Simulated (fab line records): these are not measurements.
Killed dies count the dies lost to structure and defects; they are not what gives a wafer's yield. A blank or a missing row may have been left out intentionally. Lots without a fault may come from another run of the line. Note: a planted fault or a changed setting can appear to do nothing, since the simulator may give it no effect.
fab line records + flow nandHarc
[record]
- lots = 11
- wafers = 33
- lastDay = 27
route steps=1159 shown P_M1@317 P_M2@332 END@1159
lots that met no fault: from a run of the same line without faults
startH: the number of hours between the record's first day and the start of the first shown wafer of the lot + waitH: hours from the lot's prior step to this one + " identical to the entry in the row above + L1.1+2: several wafers, shown together as one row + - no value, or no start was given + * or withheld: withheld + < > ~ a bound
route shown NAME@n: NAME is a module with steps in the file, n the number in the route of the first one + usual: mean/standard deviation of fault-free wafers + same: alike in all rows + chamber/n: place in a boat + sites: readings site by site + _std_site: the values' standard deviation + _edge_site: mean of outer sites minus mean of inner sites + radiusMm: how far each site lies from the wafer's centre + mask NAME#n: copy n + behind: the last tool/chamber to shape the wafer + hold: why the lot was held/for how many hours/how that ended + device: names the non-switching transistor (n, p or np) + end of line: tests of these same wafers at the route's end + where a step has no rows: the recipe by itself + killed: count of dies lost to structure and defects at first sort (not the wafer's yield) + map: shows each die of a wafer: x if killed, . if not, _ if none is there
set.NAME: setting as actually run; set.NAME@STEP: the setting as run at that earlier step + model.NAME: the simulator's own value behind a step, which no gauge read
steps of the route over a sample of lots; a table a step, a row a wafer
services: from which hour (startH, from the record's first day; less than 0 if before it) a tool's chamber was out of use, for how many hours, and why
[[steps]]
[step NHARC_P_M1_DEP_33]
[recipe]
- targetThkA = 300
- tempC = 370
- targetThkNm = 30
- pressureTorr = 3
- flowSccm = 200
- rfW = 450
- material = SiCN
[usual]
- heaterPowerOuterW = 314/33
- heaterPowerW = 565/53
| lot.wafer | tool     | chamber | startH | waitH | heaterPowerOuterW | heaterPowerW | sinceWetCleanH |
|-----------|----------|---------|--------|-------|-------------------|--------------|----------------|
| L999.3    | pecvd-03 | 2       | 134.75 | 0.1   | 383               | 685          | 11             |
| L999.2    | "        | 1       | "      | "     | 305               | 554          | 11             |
| L999.6    | "        | 2       | "      | "     | 369               | 672          | -              |
| L101.1    | pecvd-04 | 0       | 138.84 | 0.1   | 318               | 575          | 112            |
| L101.6    | "        | 1       | "      | "     | 287               | 518          | -              |
| L101.4    | "        | 0       | "      | "     | 319               | 578          | -              |
| L107.3    | pecvd-04 | 0       | 176.52 | 0.1   | 293               | 546          | 150            |
| L107.6    | "        | 2       | "      | "     | 297               | 549          | -              |
| L107.5    | "        | 0       | "      | "     | 306               | 536          | -              |
| L112.2    | pecvd-01 | 2       | 203.19 | 0.1   | 348               | 654          | 134            |
| L112.5    | "        | 1       | "      | "     | 374               | 602          | -              |
| L112.6    | "        | 2       | "      | "     | 356               | 631          | -              |
| L110.2    | pecvd-01 | 0       | 203.53 | 0.1   | 297               | 541          | 134            |
| L110.6    | "        | 2       | "      | "     | 305               | 592          | -              |
| L110.4    | "        | 0       | "      | "     | 296               | 571          | -              |
| L113.2    | pecvd-01 | 1       | 227.31 | 0.1   | 339               | 561          | 158            |
| L113.3    | "        | 0       | "      | "     | 353               | 657          | 158            |
| L113.6    | "        | 1       | "      | "     | 338               | 550          | -              |
| L116.2    | pecvd-04 | 2       | 230.49 | 0.1   | 311               | 573          | 23             |
| L116.6    | "        | 1       | "      | "     | 307               | 533          | -              |
| L116.5    | "        | 2       | "      | "     | 319               | 575          | -              |
| L118.1    | pecvd-04 | 0       | 240.11 | 0.1   | 316               | 595          | 32             |
| L118.5    | "        | 2       | "      | "     | 336               | 607          | -              |
| L118.6    | "        | 0       | "      | "     | 320               | 600          | -              |
| L117.1    | pecvd-04 | 2       | 244.77 | 0.1   | 254               | 492          | 37             |
| L117.2    | "        | 0       | "      | "     | 322               | 604          | 37             |
| L117.5    | "        | 2       | "      | "     | 259               | 493          | -              |
| L119.1    | pecvd-04 | 0       | 249.70 | 0.1   | 339               | 626          | 42             |
| L119.2    | "        | 1       | "      | "     | 277               | 495          | 42             |
| L119.6    | "        | 1       | "      | "     | 279               | 499          | -              |
| L120.2    | pecvd-04 | 0       | 251.80 | 0.1   | 273               | 545          | 44             |
| L120.5    | "        | 1       | "      | "     | 263               | 492          | -              |
| L120.6    | "        | 2       | "      | "     | 274               | 522          | -              |
[step NHARC_P_M2_ETCH_35]
[recipe]
- targetDepthA = 400
- overetchA = 120
- timeS = 43.94
- ionEnergyEv = 200
- n2FlowSccm = 150
- h2FlowSccm = 150
- arFlowSccm = 0
- rfW = 400
- biasW = 150
- chemistry = N2/H2
[usual]
- drypumpMotorCurrentA = 5.62/0.28
- oesProductAu = 0.997/0.0081
- rfVppV = 429.7/1.6
- showerheadPlenumPTorr = 2.01/0.05
- throttleValvePct = 14.170/0.0088
| lot.wafer | tool       | chamber | startH | waitH | drypumpMotorCurrentA | oesProductAu | rfHoursCounterH | rfVppV | showerheadPlenumPTorr | throttleValvePct |
|-----------|------------|---------|--------|-------|----------------------|--------------|-----------------|--------|-----------------------|------------------|
| L999.3    | rieDiel-03 | 1       | 136.29 | 0.1   | 5.63                 | 1.001        | 3               | 430.3  | 2.07                  | 14.161           |
| L999.2    | "          | 3       | "      | "     | 5.53                 | 0.991        | 3               | 428.2  | 1.98                  | 14.152           |
| L999.6    | "          | 0       | "      | "     | 5.93                 | 1.002        | -               | 429.2  | 1.97                  | 14.178           |
| L101.1    | rieDiel-04 | 0       | 140.17 | 0.1   | 5.56                 | 1.005        | 4               | 427.5  | 1.92                  | 14.154           |
| L101.4    | "          | 2       | "      | "     | 5.61                 | 1.006        | -               | 430.5  | 2.02                  | 14.162           |
| L101.6    | "          | 0       | "      | "     | 5.59                 | 0.988        | -               | 427.4  | 1.92                  | 14.185           |
| L107.3    | rieDiel-03 | 0       | 178.01 | 0.1   | 5.94                 | 1.000        | 5               | 428.3  | 1.97                  | 14.159           |
| L107.5    | "          | 2       | "      | "     | 5.40                 | 0.991        | -               | 431.5  | 2.04                  | 14.171           |
| L107.6    | "          | 3       | "      | "     | 5.55                 | 0.987        | -               | 430.1  | 1.98                  | 14.172           |
| L112.2    | rieDiel-03 | 2       | 204.51 | 0.1   | 5.42                 | 0.988        | 6               | 431.3  | 2.04                  | 14.183           |
| L112.6    | "          | 0       | "      | "     | 5.95                 | 0.990        | -               | 429.7  | 1.97                  | 14.167           |
| L112.5    | "          | 1       | "      | "     | 5.67                 | 1.003        | -               | 430.8  | 2.07                  | 14.176           |
| L110.4    | rieDiel-03 | 3       | 204.95 | 0.1   | 5.54                 | 0.990        | 6               | 428.8  | 1.98                  | 14.175           |
| L110.2    | "          | 0       | "      | "     | 5.96                 | 1.003        | 6               | 427.8  | 1.97                  | 14.182           |
| L110.6    | "          | 3       | "      | "     | 5.54                 | 1.000        | -               | 427.5  | 1.98                  | 14.175           |
| L113.3    | rieDiel-04 | 1       | 228.87 | 0.1   | 5.85                 | 1.004        | 18              | 430.1  | 2.03                  | 14.183           |
| L113.2    | "          | 2       | "      | "     | 5.66                 | 1.020        | 19              | 431.1  | 2.02                  | 14.161           |
| L113.6    | "          | 1       | "      | "     | 5.79                 | 1.011        | -               | 428.9  | 2.03                  | 14.162           |
| L116.2    | rieDiel-03 | 1       | 231.82 | 0.1   | 5.69                 | 1.007        | 0               | 431.0  | 2.07                  | 14.164           |
| L116.5    | "          | 1       | "      | "     | 5.67                 | 0.997        | -               | 432.6  | 2.07                  | 14.167           |
| L116.6    | "          | 2       | "      | "     | 5.42                 | 0.996        | -               | 429.8  | 2.04                  | 14.162           |
| L118.1    | rieDiel-04 | 3       | 241.55 | 0.1   | 4.96                 | 0.988        | 21              | 431.1  | 2.05                  | 14.187           |
| L118.6    | "          | 2       | "      | "     | 5.65                 | 1.000        | -               | 429.7  | 2.02                  | 14.181           |
| L118.5    | "          | 3       | "      | "     | 4.94                 | 0.995        | -               | 429.8  | 2.05                  | 14.162           |
| L117.1    | rieDiel-03 | 3       | 246.22 | 0.1   | 5.56                 | 0.992        | 1               | 428.0  | 1.98                  | 14.164           |
| L117.2    | "          | 2       | "      | "     | 5.40                 | 0.990        | 1               | 431.9  | 2.04                  | 14.175           |
| L117.5    | "          | 0       | "      | "     | 5.94                 | 0.988        | -               | 427.8  | 1.97                  | 14.161           |
| L119.2    | rieDiel-03 | 1       | 251.10 | 0.1   | 5.68                 | 1.001        | 1               | 430.6  | 2.07                  | 14.185           |
| L119.1    | "          | 2       | "      | "     | 5.41                 | 0.987        | 1               | 430.6  | 2.04                  | 14.176           |
| L119.6    | "          | 2       | "      | "     | 5.41                 | 0.995        | -               | 429.1  | 2.04                  | 14.172           |
| L120.2    | rieDiel-03 | 3       | 253.31 | 0.1   | 5.55                 | 1.005        | 1               | 428.3  | 1.98                  | 14.183           |
| L120.6    | "          | 0       | "      | "     | 5.94                 | 0.993        | -               | 428.7  | 1.97                  | 14.171           |
| L120.5    | "          | 1       | "      | "     | 5.65                 | 0.996        | -               | 431.5  | 2.07                  | 14.175           |
[step NHARC_P_M2_DEGAS_29]
[recipe]
- tempC = 250
- timeS = 60
[usual]
- heaterPowerW = 345/28
| lot.wafer | tool          | chamber | startH | waitH | heaterPowerW |
|-----------|---------------|---------|--------|-------|--------------|
| L999.2    | pvdSputter-01 | -       | 137.21 | -     | 345          |
| L999.3    | "             | -       | "      | "     | 346          |
| L999.6    | "             | -       | "      | "     | 330          |
| L101.1    | pvdSputter-01 | -       | 141.11 | -     | 327          |
| L101.4    | "             | -       | "      | "     | 333          |
| L101.6    | "             | -       | "      | "     | 340          |
| L107.3    | pvdSputter-02 | -       | 178.94 | -     | 344          |
| L107.6    | "             | -       | "      | "     | 321          |
| L107.5    | "             | -       | "      | "     | 338          |
| L112.2    | pvdSputter-03 | -       | 205.45 | -     | 382          |
| L112.5    | "             | -       | "      | "     | 373          |
| L112.6    | "             | -       | "      | "     | 340          |
| L110.2    | pvdSputter-02 | -       | 205.90 | -     | 327          |
| L110.4    | "             | -       | "      | "     | 343          |
| L110.6    | "             | -       | "      | "     | 322          |
| L113.3    | pvdSputter-02 | -       | 229.80 | -     | 321          |
| L113.2    | "             | -       | "      | "     | 353          |
| L113.6    | "             | -       | "      | "     | 346          |
| L116.2    | pvdSputter-02 | -       | 232.79 | -     | 350          |
| L116.5    | "             | -       | "      | "     | 358          |
| L116.6    | "             | -       | "      | "     | 303          |
| L118.1    | pvdSputter-02 | -       | 242.51 | -     | 329          |
| L118.5    | "             | -       | "      | "     | 326          |
| L118.6    | "             | -       | "      | "     | 351          |
| L117.1    | pvdSputter-01 | -       | 247.18 | -     | 360          |
| L117.2    | "             | -       | "      | "     | 342          |
| L117.5    | "             | -       | "      | "     | 333          |
| L119.1    | pvdSputter-02 | -       | 252.03 | -     | 351          |
| L119.2    | "             | -       | "      | "     | 390          |
| L119.6    | "             | -       | "      | "     | 358          |
| L120.2    | pvdSputter-02 | -       | 254.22 | -     | 310          |
| L120.6    | "             | -       | "      | "     | 312          |
| L120.5    | "             | -       | "      | "     | 396          |
[step NHARC_P_M2_CMP_23]
[recipe]
- tOverpolishS = 20
- targetThkNm = 144.3
[usual]
- motorCurrentA = 11.8/1.2
- timeToEndpointS = 28.0/2
| lot.wafer | tool   | chamber | startH | waitH | motorCurrentA | timeToEndpointS |
|-----------|--------|---------|--------|-------|---------------|-----------------|
| L999.2    | cmp-04 | 2       | 138.32 | -     | 12.1          | 28.7            |
| L999.3    | "      | 1       | "      | "     | 11.8          | 26.4            |
| L999.6    | "      | 3       | "      | "     | 10.6          | 27.1            |
| L101.1    | cmp-04 | 1       | 142.21 | -     | 11.9          | 28.2            |
| L101.4    | "      | 3       | "      | "     | 11.9          | 29.2            |
| L101.6    | "      | 2       | "      | "     | 13.7          | 26.7            |
| L107.3    | cmp-02 | 0       | 180.01 | -     | 14.0          | 27.3            |
| L107.5    | "      | 0       | "      | "     | 13.5          | 25.3            |
| L107.6    | "      | 1       | "      | "     | 10.7          | 25.4            |
| L112.2    | cmp-02 | 3       | 206.59 | -     | 12.1          | 27.6            |
| L112.5    | "      | 1       | "      | "     | 11.0          | 29.5            |
| L112.6    | "      | 2       | "      | "     | 10.1          | 27.4            |
| L110.2    | cmp-02 | 3       | 206.98 | -     | 12.0          | 27.5            |
| L110.4    | "      | 2       | "      | "     | 10.0          | 27.1            |
| L110.6    | "      | 3       | "      | "     | 12.1          | 27.7            |
| L113.3    | cmp-02 | 2       | 230.88 | -     | 9.6           | 26.7            |
| L113.2    | "      | 1       | "      | "     | 11.2          | 27.4            |
| L113.6    | "      | 2       | "      | "     | 9.9           | 28.5            |
| L116.2    | cmp-04 | 0       | 234.26 | -     | 10.7          | 29.0            |
| L116.6    | "      | 3       | "      | "     | 11.7          | 28.3            |
| L116.5    | "      | 0       | "      | "     | 10.1          | 26.4            |
| L118.1    | cmp-02 | 3       | 243.67 | -     | 11.7          | 26.3            |
| L118.5    | "      | 0       | "      | "     | 13.5          | 25.8            |
| L118.6    | "      | 1       | "      | "     | 11.0          | 25.3            |
| L117.2    | cmp-02 | 2       | 248.25 | -     | 10.0          | 24.1            |
| L117.1    | "      | 0       | "      | "     | 14.4          | 25.1            |
| L117.5    | "      | 2       | "      | "     | 9.8           | 24.7            |
| L119.2    | cmp-04 | 2       | 253.11 | -     | 12.8          | 28.7            |
| L119.1    | "      | 0       | "      | "     | 10.8          | 29.4            |
| L119.6    | "      | 2       | "      | "     | 13.3          | 31.5            |
| L120.2    | cmp-04 | 0       | 255.34 | -     | 10.8          | 30.9            |
| L120.6    | "      | 3       | "      | "     | 10.6          | 33.2            |
| L120.5    | "      | 0       | "      | "     | 11.0          | 31.7            |
[step NHARC_P_M2_INSPECT_27]
[usual]
- rawDefectCount = 295/97
| lot.wafer | tool             | chamber | startH | waitH | rawDefectCount |
|-----------|------------------|---------|--------|-------|----------------|
| L999.2    | defectInspect-02 | -       | 138.79 | 0.0   | 323            |
| L999.3    | "                | -       | "      | "     | 185            |
| L999.6    | "                | -       | "      | "     | 127            |
| L101.1    | defectInspect-01 | -       | 142.68 | 0.0   | 311            |
| L101.4    | "                | -       | "      | "     | 240            |
| L101.6    | "                | -       | "      | "     | 658            |
| L107.3    | defectInspect-02 | -       | 180.49 | 0.0   | 288            |
| L107.5    | "                | -       | "      | "     | 234            |
| L107.6    | "                | -       | "      | "     | 167            |
| L112.2    | defectInspect-01 | -       | 207.01 | 0.0   | 334            |
| L112.5    | "                | -       | "      | "     | 169            |
| L112.6    | "                | -       | "      | "     | 238            |
| L110.2    | defectInspect-01 | -       | 207.45 | 0.0   | 162            |
| L110.4    | "                | -       | "      | "     | 121            |
| L110.6    | "                | -       | "      | "     | 187            |
| L113.2    | defectInspect-02 | -       | 231.36 | 0.0   | 338            |
| L113.3    | "                | -       | "      | "     | 208            |
| L113.6    | "                | -       | "      | "     | 335            |
| L116.2    | defectInspect-02 | -       | 234.71 | 0.0   | 263            |
| L116.5    | "                | -       | "      | "     | 266            |
| L116.6    | "                | -       | "      | "     | 242            |
| L118.1    | defectInspect-01 | -       | 244.05 | 0.0   | 153            |
| L118.5    | "                | -       | "      | "     | 201            |
| L118.6    | "                | -       | "      | "     | 247            |
| L117.1    | defectInspect-01 | -       | 248.73 | 0.0   | 327            |
| L117.2    | "                | -       | "      | "     | 309            |
| L117.5    | "                | -       | "      | "     | 264            |
| L119.1    | defectInspect-02 | -       | 253.58 | 0.0   | 596            |
| L119.2    | "                | -       | "      | "     | 307            |
| L119.6    | "                | -       | "      | "     | 467            |
| L120.2    | defectInspect-02 | -       | 255.79 | 0.0   | 324            |
| L120.5    | "                | -       | "      | "     | 183            |
| L120.6    | "                | -       | "      | "     | 388            |
[step NHARC_END_SORT_01]
[recipe]
- tempC = 25
[usual]
- defectLimitedYield = 95.4/1.6
- killedAtArray = 28/11
- killedAtOther = 0.9/1.2
- killedAtPeriphery = 2.6/2.1
- killedDies = 31/11
- killedOpen = 3.1/1.7
- killedShort = 1.9/1.3
- sort_bin_2_pct = 1.5/0.64
- sort_bin_3_pct = 0.26/0.21
- sort_bin_4_pct = 2.9/1.1
- sortNPass = 646/11
- sortRimYieldPct = 96.4/2.3
- sortYieldPct = 95.4/1.6
[same]
- grossDies = 677
- sort_bin_5_pct[%] = 0
- sort_bin_6_pct[%] = 0
- sort_bin_7_pct[%] = 0
- sort_bin_8_pct[%] = 0
- sortRimNGross = 106.00
| lot.wafer | tool      | chamber | startH | waitH | defectLimitedYield[%] | killedAtArray | killedAtOther | killedAtPeriphery | killedDies | killedOpen | killedShort | sort_bin_2_pct[%] | sort_bin_3_pct[%] | sort_bin_4_pct[%] | sortNPass | sortRimYieldPct[%] | sortYieldPct[%] |
|-----------|-----------|---------|--------|-------|-----------------------|---------------|---------------|-------------------|------------|------------|-------------|-------------------|-------------------|-------------------|-----------|--------------------|-----------------|
| L101.1    | prober-02 | 0       | 492.05 | 2.5   | 97.6                  | 15            | 0             | 1                 | 16         | 3          | 2           | 1.0               | 0.15              | 1.2               | 661       | 94.3               | 97.6            |
| L101.4    | prober-02 | 0       | 494.47 | 3.4   | 96.6                  | 22            | 0             | 1                 | 23         | 1          | 2           | 1.0               | 0.30              | 2.1               | 654       | 95.3               | 96.6            |
| L101.6    | prober-02 | 0       | 496.09 | 4.0   | 66.6                  | 10            | 0             | 216               | 226        | 2          | 0           | 10.0              | 2.66              | 20.7              | 451       | 72.6               | 66.6            |
| L116.2    | prober-02 | 0       | 614.72 | 2.8   | 93.5                  | 42            | 0             | 2                 | 44         | 5          | 3           | 1.9               | 0                 | 4.6               | 633       | 94.3               | 93.5            |
| L116.5    | prober-02 | 0       | 617.12 | 3.7   | 94.2                  | 34            | 0             | 5                 | 39         | 6          | 1           | 2.1               | 0.30              | 3.4               | 638       | 98.1               | 94.2            |
| L116.6    | prober-02 | 0       | 617.91 | 4.0   | 95.7                  | 28            | 1             | 0                 | 29         | 3          | 2           | 1.5               | 0.30              | 2.5               | 648       | 96.2               | 95.7            |
// killed by level:class
L101.1 A_SLIT:chamberFilmFlake=5 A_STAIRCASE:chamberFilmFlake=3 P_M1:geometricParticle:open=1 A_ONON_D1:geometricParticle:short=1 A_WL_FILL:geometricParticle:open=1 A_CONTACT:geometricParticle:short=1 A_M0:geometricParticle:open=1 A_CHANNEL_HOLE_D1:chamberFilmFlake=1
L101.4 A_SLIT:chamberFilmFlake=9 A_STAIRCASE:chamberFilmFlake=3 A_WL_FILL:chamberFilmFlake=3 A_CONTACT:chamberFilmFlake=3 A_CHANNEL_HOLE_D1:chamberFilmFlake=2 P_M1:geometricParticle:short=1 A_M0:geometricParticle:open=1 A_M1:geometricParticle:short=1
L101.6 P_M2:unspecified=216 A_CHANNEL_HOLE_D1:chamberFilmFlake=3 A_WL_FILL:geometricParticle:open=2 A_SLIT:chamberFilmFlake=2 A_CONTACT:chamberFilmFlake=2 A_STAIRCASE:chamberFilmFlake=1
L116.2 A_CHANNEL_HOLE_D1:chamberFilmFlake=24 A_CONTACT:chamberFilmFlake=11 P_CONTACT:geometricParticle:short=1 P_CONTACT:geometricParticle:open=1 A_ONON_D1:geometricParticle:open=1 A_CHANNEL_FILL_D1:geometricParticle:short=1 A_CHANNEL_FILL_D1:geometricParticle:open=1 A_WL_FILL:geometricParticle:short=1
L116.5 A_CHANNEL_HOLE_D1:chamberFilmFlake=21 A_CONTACT:chamberFilmFlake=8 A_CONTACT:geometricParticle:open=2 P_GATE:geometricParticle:open=1 P_CONTACT:geometricParticle:open=1 P_M0:geometricParticle:open=1 A_CHANNEL_HOLE_D1:geometricParticle:open=1 A_CONTACT:geometricParticle:short=1
L116.6 A_CHANNEL_HOLE_D1:chamberFilmFlake=20 A_CONTACT:chamberFilmFlake=3 A_M0:geometricParticle:short=2 A_SOURCE_PLATE:geometricParticle:open=1 A_WL_FILL:geometricParticle:open=1 STARTING-WAFER:geometricParticle:open=1 A_BONDPAD:chamberFilmFlake=1
[[services]]
| tool          | chamber | startH | hours | kind   |
|---------------|---------|--------|-------|--------|
| pecvd-03      | -       | 111.00 | 13.0  | pm     |
| rieDiel-04    | -       | 111.98 | 9.0   | pm     |
| rieDiel-03    | 0       | 120.80 | -     | clean  |
| rieDiel-03    | 1       | 120.80 | -     | clean  |
| rieDiel-03    | 2       | 120.80 | -     | clean  |
| rieDiel-03    | 3       | 120.80 | -     | clean  |
| pvdSputter-01 | -       | 124.79 | 1.1   | repair |
| cmp-02        | -       | 128.50 | 4.0   | pm     |
| rieDiel-04    | 1       | 137.93 | 4.7   | repair |
| pvdSputter-02 | -       | 140.30 | 20.0  | repair |
| pvdSputter-01 | -       | 158.00 | 10.0  | pm     |
| rieDiel-03    | 2       | 179.62 | 5.3   | repair |
| cmp-02        | -       | 185.28 | 1.5   | repair |
| rieDiel-04    | -       | 191.45 | 2.7   | repair |
| pecvd-04      | -       | 195.00 | 13.0  | pm     |
| cmp-04        | -       | 203.00 | 4.0   | pm     |
| pvdSputter-03 | -       | 204.12 | 0.7   | repair |
| pvdSputter-02 | -       | 214.00 | 10.0  | pm     |
| rieDiel-03    | -       | 215.30 | 9.0   | pm     |
| cmp-02        | -       | 226.50 | 4.0   | pm     |
| rieDiel-04    | 2       | 233.99 | 2.6   | repair |
| pecvd-01      | -       | 237.53 | 13.0  | pm     |
| cmp-04        | -       | 242.67 | 4.3   | repair |
| pvdSputter-02 | -       | 246.93 | 1.6   | repair |
[[key]]
[firstSign]
- step = NHARC_P_M2_INSPECT_27
- reading = rawDefectCount
- direction = up
- sigmas = 3.7
- usual = 295
- struck = 658
[effect]
- step = NHARC_END_SORT_01
- reading = killedAtPeriphery
- direction = up
- sigmas = 99+
- usual = 2.6
- struck = 216
[moreKillsBornAt]
- NHARC_P_M2_CMP_23@cmp-04 = 216
metAt NHARC_P_M2_CMP_23
struckLots L101
struckWafers L101.6
notActingAt NHARC_P_M1_DEP_33,NHARC_P_M2_ETCH_35,NHARC_P_M2_DEGAS_29
onsetBetween 138.32 142.21
[fault]
- kind = chamberParticleSource
- tool = cmp-04
- chamber = 2
- onsetH = 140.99
- steps = NHARC_P_M2_CMP_23
- ratePerVisitCm2 = 0.43966
- endH = 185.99
